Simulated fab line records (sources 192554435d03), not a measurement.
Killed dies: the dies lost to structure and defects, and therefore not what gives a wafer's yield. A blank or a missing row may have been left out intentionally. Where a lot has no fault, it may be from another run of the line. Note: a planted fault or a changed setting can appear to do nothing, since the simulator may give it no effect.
Chamber matching | flow n5Finfet | 3 sister chambers for N5_BEOL_M2_PECVD_72 on pecvd-02
The step deposits SiO2 from TEOS/O2, target thk 16 nm, time 18 s. 16 wafers are shown with their chamber, then 8 later ones without.

== WAFERS, EACH WITH ITS CHAMBER ==
wafer  | chamber | throttleValvePct (%) | showerheadPlenumPTorr (Torr) | heaterPowerOuterW (W)
L075.1 | 2       | 22.9                 | 8.83                         | 408
L075.5 | 0       | 24.7                 | 8.72                         | 400
L075.6 | 1       | 22.8                 | 8.85                         | 511
L080.2 | 0       | 24.7                 | 8.75                         | 396
L080.3 | 2       | 23.0                 | 8.83                         | 365
L080.6 | 0       | 24.7                 | 8.73                         | 393
L082.1 | 0       | 24.4                 | 8.71                         | 397
L082.2 | 2       | 22.8                 | 8.84                         | 357
L082.5 | 2       | 22.8                 | 8.83                         | 360
L083.2 | 1       | 22.5                 | 8.82                         | 531
L083.5 | 1       | 22.5                 | 8.87                         | 529
L083.6 | 2       | 23.0                 | 8.83                         | 441
L084.1 | 0       | 24.5                 | 8.73                         | 360
L084.5 | 0       | 24.4                 | 8.73                         | 352
L084.6 | 1       | 22.4                 | 8.85                         | 480
L089.1 | 0       | 25.0                 | 8.75                         | 443

SIGNATURES, as means of the wafers listed above
reading               | chamber 0 | chamber 1 | chamber 2 | scatter within a chamber
throttleValvePct      | 24.629    | 22.550    | 22.900    | 0.176
showerheadPlenumPTorr | 8.7314    | 8.8475    | 8.8320    | 0.0143
heaterPowerOuterW     | 391.57    | 512.75    | 386.20    | 31
Rule: distance of a wafer from a chamber = root of the sum over the readings of ((wafer's reading minus chamber's mean) / reading's scatter) squared. The wafer belongs to the nearest chamber; if the next one is less than 2 further off, it can't be placed. The scatter: the root of (the sum of the squares of (reading less its chamber's mean) over the shown wafers, divided by (wafers less chambers)).

== WAFERS MISSING THEIR CHAMBER ==
wafer  | throttleValvePct (%) | showerheadPlenumPTorr (Torr) | heaterPowerOuterW (W)
L089.2 | 23.0                 | 8.86                         | 440
L089.5 | 24.5                 | 8.75                         | 443
L088.1 | 22.9                 | 8.85                         | 386
L088.3 | 24.7                 | 8.72                         | 438
L088.5 | 22.4                 | 8.88                         | 539
L097.1 | 24.8                 | 8.74                         | 359
L097.5 | 24.7                 | 8.72                         | 358
L097.6 | 22.6                 | 8.85                         | 457

== EACH ONE'S CHAMBER ==
wafer  | from the rows above     | in truth
L089.2 | can't be placed: 2 or 1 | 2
L089.5 | 0                       | 0
L088.1 | 2                       | 2
L088.3 | 0                       | 0
L088.5 | 1                       | 1
L097.1 | 0                       | 0
L097.5 | 0                       | 0
L097.6 | can't be placed: 1 or 2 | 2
Correctly placed: 6 of 8. Can't be placed from these rows: 2 (the true chamber is among the candidates in 2). Placed wrongly: 0.
